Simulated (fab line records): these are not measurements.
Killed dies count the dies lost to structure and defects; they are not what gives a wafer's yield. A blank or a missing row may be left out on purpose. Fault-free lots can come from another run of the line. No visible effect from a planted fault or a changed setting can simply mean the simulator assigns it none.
fab line records	flow n5-finfet	part 1 of 2: steps 1 to 24 of 37
[record] lots = 5	wafers = 15	last-day = 20
route steps=1938 shown BEOL_M9@1448 BEOL_M10@1470
lots untouched by any fault: they come from a run of this same line in which no faults occurred
start-h: the number of hours between the record's first day and the start of the first shown wafer of the lot	wait-h: how many hours have passed since the lot's step before this one	" the same as in the row above	L1.1+2: one row covering several wafers at once	- no value, or no start given	* or withheld: withheld	< > ~ a bound
route shown NAME@n: a module of which the file shows steps, and the number in the route of the first	usual: mean/standard deviation taken from wafers without a fault	same: alike in all rows	chamber/n: place in a boat	sites: readings site by site	_std_site: the standard deviation of these	_edge_site: inner sites' mean taken away from outer sites' mean	radius-mm: for every site, how far away it sits from the centre of the wafer	mask NAME#n: copy n	behind: the most recent tool/chamber to have shaped the wafer	hold: cause of the lot's hold/its duration in hours/its outcome	device: names the non-switching transistor (n, p or np)	end of line: at the end of the route, the tests of the same wafers	step lacking rows: just its recipe	killed: at the first sort, the dies lost to defects and structure; wafer yield is something else	map: shows each die of a wafer: x if killed, . if not, _ if none is there
set.NAME: the setting that was run; set.NAME@STEP: the one run at that earlier step	model.NAME: the simulator's own value behind a step, which no gauge read
lots seen at some steps along the route; tables by step, rows by wafer
services: when a tool's chamber went out of use (start-h, in hours from the record's first day, below 0 if earlier), for how many hours, and the reason
[[steps]]
[step N5_BEOL_M9_STRIP_80]
[recipe] chemistry = N2/H2	time-s = 10	power-w = 450	temp-c = 40	pressure-mtorr = 20	rf-frequency-hz = 6e+07	bias-power-w = 7	n2-flow-sccm = 200	h2-flow-sccm = 200
[usual] drypump-motor-current-A = 5.7/0.38	oes-product-au = 0.77/0.084	rf-vpp-V = 59.1/0.91	showerhead-plenum-p-Torr = 2.52/0.084	throttle-valve-pct = 23.80/0.24
lot.wafer	tool	chamber	start-h	wait-h	drypump-motor-current-A	oes-product-au	rf-hours-counter-h	rf-vpp-V	showerhead-plenum-p-Torr	throttle-valve-pct
L077.3	rie-diel-03	2	-	-	5.7	0.68	230	56.6	2.41	23.65
L077.4	"	3	"	"	5.5	0.70	199	59.5	2.63	23.75
L077.6	"	1	"	"	5.7	0.70	-	58.7	2.52	24.30
L076.3	rie-diel-02	2	-	-	6.1	0.83	85	59.3	2.46	23.71
L076.5	"	0	"	"	4.8	0.93	-	60.4	2.59	23.65
L076.6	"	1	"	"	5.6	0.73	-	58.6	2.42	23.98
L085.1	rie-diel-02	3	-	-	5.9	0.70	217	60.0	2.41	23.81
L085.4	"	3	"	"	5.9	0.70	-	59.5	2.41	23.80
L085.5	"	0	"	"	4.8	0.91	-	59.9	2.58	23.67
L086.2	rie-diel-05	3	-	-	6.3	0.73	189	60.8	2.51	23.97
L086.3	"	2	"	"	6.2	0.87	48	60.0	2.48	23.54
L086.5	"	2	"	"	6.2	0.87	-	59.7	2.48	23.53
L097.1	rie-diel-05	2	-	-	6.2	0.84	79	57.6	2.46	23.59
L097.2	"	1	"	"	5.4	0.81	111	58.8	2.56	23.64
L097.3	"	3	"	"	6.4	0.71	219	58.6	2.50	24.01
[step N5_BEOL_M9_OCD_MEAS_38]
[usual] trench-depth-nm = 151.1/1.8
lot.wafer	tool	chamber	start-h	wait-h	trench-depth-nm
L077.3	ocd-02	-	275.17	-	148.8
L077.4	"	-	"	"	149.0
L077.6	"	-	"	"	149.7
L076.3	ocd-02	-	282.52	-	154.8
L076.5	"	-	"	"	153.9
L076.6	"	-	"	"	149.7
L085.1	ocd-02	-	326.04	-	151.3
L085.4	"	-	"	"	149.6
L085.5	"	-	"	"	152.6
L086.2	ocd-02	-	331.47	-	152.2
L086.3	"	-	"	"	153.0
L086.5	"	-	"	"	154.5
L097.1	ocd-02	-	412.99	-	153.2
L097.2	"	-	"	"	152.9
L097.3	"	-	"	"	149.5
[step N5_BEOL_M9_HM_STRIP_39]
[recipe] chemistry = peroxide-tin-strip	material = TiN	target-depth-a = 250	temp-c = 50	time-s = 158
lot.wafer	tool	chamber	start-h	wait-h
L077.3+4+6	wet-bench-06	4,2,6	275.20	0.0
L076.3+5+6	wet-bench-01	7,4,1	282.55	0.0
L085.1+4+5	wet-bench-03	5,3,4	326.07	0.0
L086.2+3+5	wet-bench-03	4,0,1	331.50	0.0
L097.1+2+3	wet-bench-01	1,5,4	413.02	0.0
[step N5_BEOL_M9_SRD_40]
[recipe] time-s = 30	temp-c = 23	rinse-liquid = diw	dry = ipa-marangoni
lot.wafer	tool	chamber	start-h	wait-h
L077.3+4+6	wet-bench-06	4,2,6	275.25	0.0
L076.3+5+6	wet-bench-01	7,4,1	282.60	0.0
L085.1+4+5	wet-bench-03	5,3,4	326.12	0.0
L086.2+3+5	wet-bench-03	4,0,1	331.54	0.0
L097.1+2+3	wet-bench-01	1,5,4	413.11	0.0
[step N5_BEOL_M9_PRECLEAN_42]
[recipe] chemistry = residue-remover	time-s = 60	temp-c = 40
lot.wafer	tool	chamber	start-h	wait-h
L077.3+4+6	wet-bench-06	4,2,6	275.26	0.0
L076.3+5+6	wet-bench-01	7,4,1	282.62	0.0
L085.1+4+5	wet-bench-03	5,3,4	326.14	0.0
L086.2+3+5	wet-bench-03	4,0,1	331.56	0.0
L097.1+2+3	wet-bench-01	1,5,4	413.15	0.0
[step N5_BEOL_M9_SRD_43]
[recipe] time-s = 30	temp-c = 23	rinse-liquid = diw	dry = ipa-marangoni
lot.wafer	tool	chamber	start-h	wait-h
L077.3+4+6	wet-bench-06	4,2,6	275.28	0.0
L076.3+5+6	wet-bench-01	7,4,1	282.63	0.0
L085.1+4+5	wet-bench-03	5,3,4	326.15	0.0
L086.2+3+5	wet-bench-03	4,0,1	331.58	0.0
L097.1+2+3	wet-bench-01	1,5,4	413.18	0.0
[step N5_BEOL_M9_CD_MEAS_35]
[recipe] target-cd-nm = 70	target-cd-y-nm = 40	polarity = opening
[usual] cd-nm = 69.9/0.46
lot.wafer	tool	chamber	start-h	wait-h	cd-nm
L077.3	cd-sem-01	-	275.32	0.0	70.1
L077.4	"	-	"	"	70.2
L077.6	"	-	"	"	70.1
L076.3	cd-sem-01	-	282.68	0.0	69.5
L076.5	"	-	"	"	70.0
L076.6	"	-	"	"	69.8
L085.1	cd-sem-02	-	326.19	0.0	70.1
L085.4	"	-	"	"	70.8
L085.5	"	-	"	"	70.5
L086.2	cd-sem-03	-	331.62	0.0	69.4
L086.3	"	-	"	"	70.1
L086.5	"	-	"	"	69.8
L097.1	cd-sem-03	-	413.24	0.0	70.3
L097.2	"	-	"	"	70.0
L097.3	"	-	"	"	70.0
[step N5_BEOL_M9_CURE_72]
[recipe] temp-c = 370	time-s = 120	ambient = DMADMS/He	material = SiCOH_lowk
[usual] lamp-power-pct = 52.30/0.061	wafer_temp_C_max = 371.6/0.43
lot.wafer	tool	chamber	start-h	wait-h	lamp-power-pct	wafer_temp_C_max
L077.3	uv-cure-03	0	275.56	0.2	52.37	370.9
L077.4	"	0	"	"	52.25	371.0
L077.6	"	0	"	"	52.29	370.7
L076.3	uv-cure-02	0	283.39	0.7	52.26	372.0
L076.5	"	0	"	"	52.27	371.3
L076.6	"	0	"	"	52.31	371.7
L085.1	uv-cure-01	2	326.72	0.5	52.34	371.8
L085.4	"	2	"	"	52.27	371.1
L085.5	"	2	"	"	52.32	371.1
L086.2	uv-cure-02	0	331.71	0.1	52.31	371.8
L086.3	"	0	"	"	52.27	371.4
L086.5	"	0	"	"	52.30	371.6
L097.1	uv-cure-02	0	413.39	0.2	52.24	372.3
L097.2	"	0	"	"	52.30	371.9
L097.3	"	0	"	"	52.38	371.6
[step N5_BEOL_M9_DEGAS_44]
[recipe] ambient = vacuum	temp-c = 250	time-s = 60
[usual] heater-power-w = 345/37
lot.wafer	tool	chamber	start-h	wait-h	heater-power-w
L077.3	pvd-sputter-01	-	276.06	0.4	341
L077.4	"	-	"	"	357
L077.6	"	-	"	"	340
L076.3	pvd-sputter-03	-	283.68	0.2	282
L076.5	"	-	"	"	284
L076.6	"	-	"	"	286
L085.1	pvd-sputter-01	-	327.34	0.5	407
L085.4	"	-	"	"	346
L085.5	"	-	"	"	409
L086.2	pvd-sputter-03	-	332.00	0.2	302
L086.3	"	-	"	"	290
L086.5	"	-	"	"	309
L097.1	pvd-sputter-01	-	413.95	0.5	344
L097.2	"	-	"	"	408
L097.3	"	-	"	"	343
[step N5_BEOL_M9_PRE_CLEAN_45]
[recipe] gas = H2/He	time-s = 30	temp-c = 250
[usual] heater-power-w = 345/37
lot.wafer	tool	chamber	start-h	wait-h	heater-power-w
L077.3	pvd-sputter-01	-	276.10	0.0	342
L077.4	"	-	"	"	361
L077.6	"	-	"	"	342
L076.3	pvd-sputter-03	-	283.72	0.0	301
L076.5	"	-	"	"	294
L076.6	"	-	"	"	292
L085.1	pvd-sputter-01	-	327.38	0.0	406
L085.4	"	-	"	"	341
L085.5	"	-	"	"	415
L086.2	pvd-sputter-03	-	332.04	0.0	308
L086.3	"	-	"	"	284
L086.5	"	-	"	"	308
L097.1	pvd-sputter-01	-	413.99	0.0	348
L097.2	"	-	"	"	412
L097.3	"	-	"	"	342
[step N5_BEOL_M9_ALD_74]
[recipe] material = TaN	target-thk-a = 20	temp-c = 275	ald-precursor-family = PDMAT	ald-co-reactant = NH3	pressure-torr = 3	carrier-flow-sccm = 1500	pulse-time-s = 2	purge-time-s = 3	co-reactant-purge-time-s = 2	co-reactant-pulse-time-s = 3	ald-cycles = 40	precursor-vessel-temp-c = 75	precursor-vessel-pressure-torr = 26.25	precursor-vessel-carrier-sccm = 1000
[usual] heater-power-w = 418/46
lot.wafer	tool	chamber	start-h	wait-h	heater-power-w
L077.3	ald-metal-03	1	276.17	0.0	357
L077.4	"	2	"	"	402
L077.6	"	1	"	"	355
L076.3	ald-metal-02	1	283.78	0.0	485
L076.5	"	3	"	"	437
L076.6	"	2	"	"	520
L085.1	ald-metal-04	3	327.44	0.0	424
L085.4	"	0	"	"	372
L085.5	"	2	"	"	372
L086.2	ald-metal-02	0	332.10	0.0	428
L086.3	"	3	"	"	418
L086.5	"	1	"	"	502
L097.1	ald-metal-02	0	414.06	0.0	427
L097.2	"	1	"	"	499
L097.3	"	3	"	"	428
[step N5_BEOL_M9_SURFACE_TREAT_79]
[recipe] gas = Ar	time-s = *	ion-energy-ev = *	ion-current-ma-cm2 = 0.5	pressure-mtorr = *	ar-flow-sccm = 30
[usual] throttle-valve-pct = *
lot.wafer	tool	chamber	start-h	wait-h	throttle-valve-pct
L077.3	pvd-sputter-02	-	276.61	0.3	*
L077.4	"	-	"	"	*
L077.6	"	-	"	"	*
L076.3	pvd-sputter-03	-	284.07	0.2	*
L076.5	"	-	"	"	*
L076.6	"	-	"	"	*
L085.1	pvd-sputter-01	-	329.33	1.8	*
L085.4	"	-	"	"	*
L085.5	"	-	"	"	*
L086.2	pvd-sputter-02	-	334.55	2.3	*
L086.3	"	-	"	"	*
L086.5	"	-	"	"	*
L097.1	pvd-sputter-01	-	414.35	0.2	*
L097.2	"	-	"	"	*
L097.3	"	-	"	"	*
[step N5_BEOL_M9_CVD_78]
[recipe] material = Co	target-thk-a = 20	temp-c = withheld	precursor = CCTBA/H2	pressure-torr = 30	time-s = 138.9
lot.wafer	tool	chamber	start-h	wait-h
L077.3+4+6	cvd-co-02	2,2,0	276.80	0.2
L076.3+5+6	cvd-co-02	2,0,2	284.15	0.1
L085.1+4+5	cvd-co-02	2,1,2	329.47	0.1
L086.2+3+5	cvd-co-01	0,2,1	334.65	0.1
L097.1+2+3	cvd-co-02	2,1,0	414.47	0.1
[step N5_BEOL_M9_SPUTTER_48]
[recipe] material = Cu	target-thk-a = 120	temp-c = -20	bias-v = 60	power-w = 26000	chamber-pressure-pa = 0.13	time-s = 2
[usual] cathode-dc-power-W = 26000/5	chamber-pressure-pa = 0.13001/0.00027	chuck-sensor-temp-C = -16.0/0.51	throttle-valve-pct = 29.5/1
lot.wafer	tool	chamber	start-h	wait-h	cathode-dc-power-W	chamber-pressure-pa	chuck-sensor-temp-C	throttle-valve-pct
L077.3	pvd-sputter-01	-	276.98	0.1	25998	0.1306	-15.6	30.0
L077.4	"	-	"	"	26004	0.12971	-14.7	28.9
L077.6	"	-	"	"	26004	0.13014	-15.9	29.9
L076.3	pvd-sputter-02	-	284.27	0.1	26004	0.13033	-17.1	28.8
L076.5	"	-	"	"	26006	0.12978	-17.0	28.7
L076.6	"	-	"	"	25992	0.12971	-15.7	30.0
L085.1	pvd-sputter-02	-	329.63	0.1	25995	0.12991	-15.4	30.1
L085.4	"	-	"	"	25993	0.12952	-15.8	29.8
L085.5	"	-	"	"	26011	0.12972	-16.8	28.6
L086.2	pvd-sputter-02	-	334.87	0.2	26000	0.12983	-16.8	28.4
L086.3	"	-	"	"	26001	0.1297	-15.7	31.5
L086.5	"	-	"	"	25995	0.13	-16.0	29.6
L097.1	pvd-sputter-02	-	414.61	0.1	25989	0.13019	-15.5	30.1
L097.2	"	-	"	"	26000	0.13031	-15.8	31.2
L097.3	"	-	"	"	26003	0.12995	-15.9	29.5
[step N5_BEOL_M9_ECD_50]
[recipe] material = Cu	target-thk-a = 3180
lot.wafer	tool	chamber	start-h	wait-h
L077.3+4+6	ecd-cu-01	0,1,0	277.14	0.1
L076.3+5+6	ecd-cu-01	1,0,1	284.41	0.1
L085.1+4+5	ecd-cu-02	0	329.74	0.1
L086.2+3+5	ecd-cu-01	1,1,0	334.99	0.1
L097.1+2+3	ecd-cu-01	1,0,1	414.73	0.1
[step N5_BEOL_M9_ANNEAL_51]
[recipe] temp-c = 225	time-s = 90	ambient = N2
[usual] anneal-temp-c-max = 226.4/0.3	wafer_temp_C_max = 225.73/0.26
lot.wafer	tool	chamber	start-h	wait-h	anneal-temp-c-max	wafer_temp_C_max
L077.3	rtp-anneal-02	0	277.44	0.3	226.1	225.65
L077.4	"	0	"	"	225.9	226.33
L077.6	"	0	"	"	226.1	226.05
L076.3	rtp-anneal-02	0	285.13	0.7	226.2	225.75
L076.5	"	0	"	"	226.4	225.92
L076.6	"	0	"	"	226.0	226.03
L085.1	rtp-anneal-02	0	329.85	0.1	226.7	225.48
L085.4	"	0	"	"	226.9	225.87
L085.5	"	0	"	"	226.1	225.86
L086.2	rtp-anneal-02	0	335.15	0.1	225.9	225.87
L086.3	"	0	"	"	225.9	226.05
L086.5	"	0	"	"	227.0	226.09
L097.1	rtp-anneal-02	0	415.68	0.9	226.5	225.98
L097.2	"	0	"	"	226.3	226.02
L097.3	"	0	"	"	226.8	225.67
[step N5_BEOL_M9_CMP_52]
[recipe] stop-on = SiCOH_lowk	t-overpolish-s = 7	down-force-psi = 1	platen-rpm = 50	clearing-platen-down-force-psi = 1.5	clearing-platen-rpm = 50	post-cmp-clean = cu-alkaline	target-thk-nm = 140	clearing-platen-pad-velocity-m-s = 0.99484	pad-velocity-m-s = 0.99484
[usual] barrier-field-endpoint-s = 29.1/0.67	clearing-platen-rpm = 49.999/0.027	head-pressure-psi = 1.0001/0.002	motor-current-A = 6.2/0.69	overpolish-run-s = 6.999/0.0085	platen-rpm = 50.00/0.031	time-to-endpoint-s = 66.7/2.6
lot.wafer	tool	chamber	start-h	wait-h	barrier-field-endpoint-s	clearing-platen-rpm	head-pressure-psi	motor-current-A	overpolish-run-s	platen-rpm	time-to-endpoint-s
L077.4	cmp-02	2	277.65	0.1	29.1	50.021	1.0013	5.7	7.013	50.00	67.0
L077.3	"	1	"	"	28.3	49.977	1.0002	6.0	7.005	49.95	65.0
L077.6	"	3	"	"	29.2	49.962	1.0009	5.7	6.991	49.98	69.2
L076.3	cmp-02	0	285.47	0.3	29.1	50.001	1.0025	5.9	7.003	50.03	66.8
L076.5	"	3	"	"	29.0	50.028	1.0003	5.9	7.009	49.99	67.3
L076.6	"	0	"	"	29.9	50.022	0.9979	5.9	7.001	50.02	67.9
L085.4	cmp-02	3	330.20	0.2	30.3	49.984	1.0004	5.5	6.996	50.02	72.3
L085.1	"	0	"	"	29.7	49.999	1.0005	5.8	6.990	50.01	66.3
L085.5	"	2	"	"	29.5	49.954	1.0028	5.8	6.998	49.96	69.2
L086.2	cmp-03	0	335.44	0.2	28.9	49.985	0.9990	6.7	7.005	50.02	65.4
L086.3	"	1	"	"	28.9	50.031	0.9981	8.9	6.997	49.98	65.0
L086.5	"	3	"	"	29.3	50.006	0.9990	7.0	6.988	50.01	64.5
L097.1	cmp-02	1	416.03	0.3	28.7	49.962	1.0008	5.8	7.008	49.99	64.8
L097.2	"	2	"	"	29.2	49.988	0.9979	5.8	7.007	50.00	62.5
L097.3	"	3	"	"	29.4	50.054	1.0030	5.6	7.011	49.99	65.5
[step N5_BEOL_M9_THK_MEAS_53]
[recipe] thk-meas-gauge = xrf	reads = Cu_of_BEOL_M9_ECD_50
[usual] M9_THK = 140.7/2.2
lot.wafer	tool	chamber	start-h	wait-h	M9_THK[nm]
L077.3	film-metro-01	-	277.94	-	135.2
L077.4	"	-	"	"	137.4
L077.6	"	-	"	"	138.2
L076.3	film-metro-02	-	285.72	-	145.3
L076.5	"	-	"	"	145.1
L076.6	"	-	"	"	139.9
L085.1	film-metro-01	-	330.46	-	142.3
L085.4	"	-	"	"	139.1
L085.5	"	-	"	"	143.3
L086.2	film-metro-02	-	335.69	-	142.5
L086.3	"	-	"	"	141.6
L086.5	"	-	"	"	145.0
L097.1	film-metro-02	-	416.29	-	141.3
L097.2	"	-	"	"	141.5
L097.3	"	-	"	"	138.4
[step N5_BEOL_M9_PRE_CLEAN_55]
[recipe] gas = NH3	time-s = 15	temp-c = withheld	rf-power-w = 300
lot.wafer	tool	chamber	start-h	wait-h
L077.3+4+6	pecvd-04	0,2,1	277.98	0.0
L076.3+5+6	pecvd-04	1,2,0	285.76	0.0
L085.1+4+5	pecvd-04	1,0,1	330.49	0.0
L086.2+3+5	pecvd-04	0,1,1	335.73	0.0
L097.1+2+3	pecvd-01	0,2,1	416.33	0.0
[step N5_BEOL_M9_DEP_56]
[recipe] material = SiCN	target-thk-a = 150	temp-c = withheld	precursor = 3MS/NH3	pressure-torr = 3	rf-w = 202	time-s = 26.5
[usual] showerhead-plenum-p-Torr = 3.670/0.021	throttle-valve-pct = 9.1/0.48
lot.wafer	tool	chamber	start-h	wait-h	showerhead-plenum-p-Torr	throttle-valve-pct
L077.3	pecvd-04	0	278.00	0.0	3.705	9.2
L077.4	"	2	"	"	3.679	8.8
L077.6	"	1	"	"	3.677	10.3
L076.3	pecvd-04	1	285.78	0.0	3.670	10.1
L076.5	"	2	"	"	3.680	8.5
L076.6	"	0	"	"	3.702	9.3
L085.1	pecvd-04	1	330.52	0.0	3.673	9.9
L085.4	"	0	"	"	3.701	9.1
L085.5	"	1	"	"	3.682	10.0
L086.2	pecvd-04	0	335.76	0.0	3.706	9.2
L086.3	"	1	"	"	3.684	10.0
L086.5	"	1	"	"	3.669	10.0
L097.1	pecvd-01	0	416.35	0.0	3.654	9.6
L097.2	"	2	"	"	3.646	9.6
L097.3	"	1	"	"	3.635	8.1
[step N5_BEOL_M9_RS_MEAS_57]
[recipe] thk-meas-gauge = four-point-probe	reads = Cu_of_BEOL_M9_ECD_50+Co_of_BEOL_M9_CVD_78+TaN_of_BEOL_M9_ALD_74
[usual] M9_RS = 0.1512/0.0024
lot.wafer	tool	chamber	start-h	wait-h	M9_RS[ohm/sq]
L077.3	film-metro-02	-	278.08	0.1	0.1544
L077.4	"	-	"	"	0.1524
L077.6	"	-	"	"	0.1516
L076.3	film-metro-01	-	285.86	0.1	0.1476
L076.5	"	-	"	"	0.1480
L076.6	"	-	"	"	0.1530
L085.1	film-metro-01	-	330.59	0.1	0.1500
L085.4	"	-	"	"	0.1538
L085.5	"	-	"	"	0.1488
L086.2	film-metro-01	-	335.83	0.1	0.1505
L086.3	"	-	"	"	0.1511
L086.5	"	-	"	"	0.1470
L097.1	film-metro-02	-	416.42	0.1	0.1504
L097.2	"	-	"	"	0.1508
L097.3	"	-	"	"	0.1534
[step N5_BEOL_M9_INSPECT_58]
[recipe] inspect-instrument = darkfield	mode = post-dep
[usual] raw-defect-count = 69/24
lot.wafer	tool	chamber	start-h	wait-h	raw-defect-count
L077.3	defect-inspect-01	-	278.10	0.0	83
L077.4	"	-	"	"	69
L077.6	"	-	"	"	130
L076.3	defect-inspect-01	-	285.88	0.0	70
L076.5	"	-	"	"	40
L076.6	"	-	"	"	68
L085.1	defect-inspect-01	-	330.62	0.0	64
L085.4	"	-	"	"	60
L085.5	"	-	"	"	75
L086.2	defect-inspect-02	-	335.86	0.0	36
L086.3	"	-	"	"	30
L086.5	"	-	"	"	32
L097.1	defect-inspect-01	-	416.45	0.0	46
L097.2	"	-	"	"	41
L097.3	"	-	"	"	49
[step N5_BEOL_M10_ILD_DEP_00]
[recipe] material = SiCOH_lowk	target-thk-a = 3085.1	temp-c = 300	precursor = DEMS/porogen	pressure-torr = 5	rf-w = 500	time-s = 58
[usual] heater-power-w = 308/60	showerhead-plenum-p-Torr = 5.733/0.02	throttle-valve-pct = 13.7/0.65
lot.wafer	tool	chamber	start-h	wait-h	heater-power-w	showerhead-plenum-p-Torr	throttle-valve-pct
L077.3	pecvd-02	0	278.14	0.0	195	5.774	13.7
L077.4	"	2	"	"	327	5.720	12.7
L077.6	"	1	"	"	269	5.736	13.7
L076.3	pecvd-01	1	285.92	0.0	253	5.712	13.2
L076.5	"	0	"	"	335	5.718	14.3
L076.6	"	2	"	"	420	5.718	13.7
L085.1	pecvd-01	1	330.66	0.0	255	5.694	13.6
L085.4	"	1	"	"	196	5.710	13.5
L085.5	"	2	"	"	426	5.726	14.1
L086.2	pecvd-01	1	335.89	0.0	229	5.687	13.5
L086.3	"	2	"	"	426	5.725	14.1
L086.5	"	0	"	"	294	5.725	14.9
L097.1	pecvd-01	0	416.49	0.0	292	5.736	14.7
L097.2	"	1	"	"	247	5.716	12.5
L097.3	"	2	"	"	353	5.729	14.1
[step N5_BEOL_M10_CURE_71]
[recipe] temp-c = 385	time-s = 240	ambient = He/Ar	material = SiCOH_lowk
[usual] lamp-power-pct = 52.31/0.048	wafer_temp_C_max = 386.6/0.53
lot.wafer	tool	chamber	start-h	wait-h	lamp-power-pct	wafer_temp_C_max
L077.3	uv-cure-02	1	278.38	0.2	52.36	386.7
L077.4	"	1	"	"	52.35	386.8
L077.6	"	1	"	"	52.22	386.4
L076.3	uv-cure-01	2	286.67	0.7	52.24	386.4
L076.5	"	2	"	"	52.33	386.7
L076.6	"	2	"	"	52.31	386.3
L085.1	uv-cure-02	1	330.73	0.0	52.37	386.7
L085.4	"	1	"	"	52.29	386.5
L085.5	"	1	"	"	52.28	387.0
L086.2	uv-cure-01	0	336.29	0.4	52.28	386.4
L086.3	"	0	"	"	52.38	386.0
L086.5	"	0	"	"	52.28	385.8
L097.1	uv-cure-02	2	416.57	0.0	52.36	387.9
L097.2	"	2	"	"	52.26	386.8
L097.3	"	2	"	"	52.34	387.0
